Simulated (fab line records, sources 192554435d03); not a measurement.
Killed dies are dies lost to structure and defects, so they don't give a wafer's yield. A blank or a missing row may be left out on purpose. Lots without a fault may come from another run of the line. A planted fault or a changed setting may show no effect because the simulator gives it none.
Split-lot experiment | flow n5_finfet | 7 lots, 21 wafers read, on a route of 1938 steps

THE SPLIT
At N5_BEOL_M5_TRENCH_ETCH_37 (etches SiCOH lowk in C4F6/O2, target depth 71.652 nm, time 24.7 s), the setting bias_w was moved away from the recipe's 185 W on 11 of the 21 wafers read, by -16.2% to +17.2%. The other wafers ran this setting at the recipe's value.

The reading is taken at the split's own step.

THE READING
rf_vpp_V, in V, at N5_BEOL_M5_TRENCH_ETCH_37 (etches SiCOH lowk in C4F6/O2, target depth 71.652 nm, time 24.7 s). Fault-free wafers of this fab line usually give 669 V, standard deviation 13 V.

wafer  | tool, chamber at the split | bias_w as run, W | against the recipe | rf_vpp_V, V | against lot-mates on the recipe
L077.1 | rie_diel-01, 3             | 185              | recipe             | 668         | -
L077.4 | rie_diel-01, 2             | 173              | -6.5%              | 652         | -16
L077.6 | rie_diel-01, 1             | 173              | -6.5%              | 636         | -32
L079.2 | rie_diel-05, 3             | 185              | recipe             | 659         | -
L079.4 | rie_diel-05, 1             | 214.3            | +15.8%             | 729         | +70
L079.5 | rie_diel-05, 2             | 214.3            | +15.8%             | 748         | +89
L088.1 | rie_diel-05, 3             | 185              | recipe             | 659         | -
L088.5 | rie_diel-05, 1             | 169.7            | -8.3%              | 604         | -62
L088.6 | rie_diel-05, 0             | 185              | recipe             | 672         | -
L095.2 | rie_diel-05, 1             | 155              | -16.2%             | 562         | -109
L095.5 | rie_diel-05, 0             | 185              | recipe             | 671         | -
L095.6 | rie_diel-05, 3             | 155              | -16.2%             | 573         | -98
L094.1 | rie_diel-01, 0             | 185              | recipe             | 693         | -
L094.3 | rie_diel-01, 2             | 185              | recipe             | 687         | -
L094.4 | rie_diel-01, 2             | 185              | recipe             | 688         | -
L089.1 | rie_diel-01, 2             | 164.7            | -11.0%             | 628         | -46
L089.2 | rie_diel-01, 1             | 185              | recipe             | 674         | -
L089.6 | rie_diel-01, 0             | 164.7            | -11.0%             | 632         | -42
L092.1 | rie_diel-05, 2             | 216.9            | +17.2%             | 755         | +82
L092.2 | rie_diel-05, 1             | 216.9            | +17.2%             | 735         | +62
L092.4 | rie_diel-05, 0             | 185              | recipe             | 673         | -

THE FIT
A straight line over all 21 wafers: rf_vpp_V changes by +4.88 V for each +1% of bias_w; r = +0.96; the points scatter about the line by 15 V.
The same after taking each lot's own level away (the mean of its wafers on the recipe; 21 wafers): +5.02 V for each +1%; r = +0.97; scatter 12 V.
On that fit, the largest move of bias_w shifts the reading by 87 V.
The lots' own levels span 659.0 to 689.3 V, that is 2.3 times the standard deviation above.
So the lot-to-lot level changes the slope little: the two slopes agree.
Check: with one of the wafers moved furthest among these (+17.2%) left out of the fit, the line predicts +84.5 V for it against its lot-mates. It came out at +82 V against them.
Tool readings at the split's step, against how far the setting was moved: rf_vpp_V r = +0.96.

THE FILE'S OWN FIT
rf_vpp_V changes by +5.08 V for each +1% of bias_w, r = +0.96.
